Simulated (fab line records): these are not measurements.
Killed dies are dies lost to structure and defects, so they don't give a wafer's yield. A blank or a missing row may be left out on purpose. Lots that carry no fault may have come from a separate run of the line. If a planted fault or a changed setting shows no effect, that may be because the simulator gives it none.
Struck lot and sound lot, side by side -- flow nand-harc -- 13 out of 1302 route steps
Sound: wafers L605.1, L605.4, L605.5. Wafers L616.1, L616.2, L616.5 were the ones struck. Last of all comes the cause.
Each step with rows lists, per side, the tool, then ch with its chambers, then its first start. Under that, the readings that differ: sound wafers -- struck wafers -- difference of the means -- sigmas: that difference in standard deviations of wafers without a fault.
alike: words and numbers the same on both sides, and readings whose means are apart by under 2 such deviations; not compared: readings that were withheld, readings missing a value for some wafer, numbers with overlapping values and no deviation given by the record, and bounds like >300 which may hide the same value.
The two part at a step that has a row with sigmas, a row that says differs or no value, or rows on one side only. When numbers do not overlap yet have no deviation, they are printed without sigmas and do not part them. Lack of a reading on every wafer of one side parts them only where that side has two or more wafers.

NHARC_P_CONTACT_CMP_24: polishes, t overpolish 30 s, target thk 200 nm.
  sound on cmp-02 ch 0,2, day 7 03:25; struck on cmp-04 ch 0,3, day 11 22:07
reading,sound,struck,difference,sigmas
retaining-ring-pressure-frac,1.003 1.015 1.008,0.989 0.996 0.995,-0.015,-3
  alike: motor-current-A, overpolish-run-s, time-to-endpoint-s
following that, these wafers have no rows for 1 step: NHARC_P_CONTACT_SRD_26.
NHARC_P_CONTACT_INSPECT_27:
  sound: defect-inspect-02 at day 7 03:49; struck: defect-inspect-01 at day 11 22:29
  alike: raw-defect-count
then, 8 steps without rows for these wafers: NHARC_P_M0_DEP_00 (deposits SiOC, target thk 150 nm); NHARC_P_M0_DEHYDRATE_01 (time 120 s); NHARC_P_M0_HMDS_02 (time 30 s); NHARC_P_M0_COAT_33 (time 65 s); NHARC_P_M0_COAT_03 (resist thk 90 nm); NHARC_P_M0_SOFTBAKE_04 (time 55 s); NHARC_P_M0_EBR_05; NHARC_P_M0_EXPOSE_06 (exposes mask P M0, target cd 90 nm).
NHARC_P_M0_PEB_07: peb time 65 s.
  sound on litho-track-06 ch 0, day 7 04:38; struck on litho-track-06 ch 0, day 11 23:11
reading,sound,struck,difference,sigmas
heater-power-total-W (W),157.0 156.0 156.7,146.6 146.8 147.4,-9.6,-23
plate-temp-C (C),100.22 100.01 100.06,95.55 95.69 95.66,-4.46,-37
  alike: resist-line-temp-C
then, 1 step without rows for these wafers: NHARC_P_M0_DEVELOP_08 (develop time 35 s).

== WHERE THEY PART ==
At NHARC_P_CONTACT_CMP_24 first; at NHARC_P_M0_PEB_07 last (within this record only).

WHY: what the simulator had put in
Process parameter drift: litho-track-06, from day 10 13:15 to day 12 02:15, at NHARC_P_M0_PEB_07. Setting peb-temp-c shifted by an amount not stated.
